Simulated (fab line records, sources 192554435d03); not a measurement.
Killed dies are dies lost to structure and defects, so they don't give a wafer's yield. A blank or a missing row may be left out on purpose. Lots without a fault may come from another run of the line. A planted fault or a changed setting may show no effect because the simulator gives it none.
Chamber matching | flow n5_finfet | N5_BEOL_M6_STRIP_67 on rie_diel-01: 4 sister chambers
The step strips in CF4. 4 wafers are shown with their chamber, then 10 later ones without.

WAFERS WITH THEIR CHAMBER
wafer  | chamber | drypump_motor_current_A (A)
L080.6 | 2       | 5.8
L085.5 | 0       | 5.1
L090.3 | 3       | 5.5
L090.5 | 1       | 5.6

WAFERS WITHOUT THEIR CHAMBER
wafer  | drypump_motor_current_A (A)
L090.6 | 5.9
L095.1 | 5.8
L095.4 | 5.5
L095.5 | 5.1
L097.1 | 5.5
L097.2 | 5.1
L097.6 | 5.6
L096.1 | 5.1
L096.2 | 5.5
L096.3 | 5.5

WHICH CHAMBER EACH WENT THROUGH
wafer  | from the rows above | in truth
L090.6 | 2                   | 2
L095.1 | 2                   | 2
L095.4 | 3                   | 3
L095.5 | 0                   | 0
L097.1 | 3                   | 3
L097.2 | 0                   | 0
L097.6 | 1                   | 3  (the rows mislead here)
L096.1 | 0                   | 0
L096.2 | 3                   | 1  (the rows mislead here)
L096.3 | 3                   | 3
Placed correctly: 8 of 10. Can't be placed from these rows: 0. Placed wrongly: 2.
How it was worked out, from the rows above alone: a wafer's distance from a chamber is the root of the sum, over the readings, of the square of ((its reading less the chamber's mean) divided by the reading's scatter). The wafer belongs to the nearest chamber; if the next one is less than 2 further off, it can't be placed. A chamber's mean is the mean of its shown wafers. The scatter: with one shown wafer a chamber, the root of the mean of the squares of how far each hidden wafer lies from its nearest shown one.
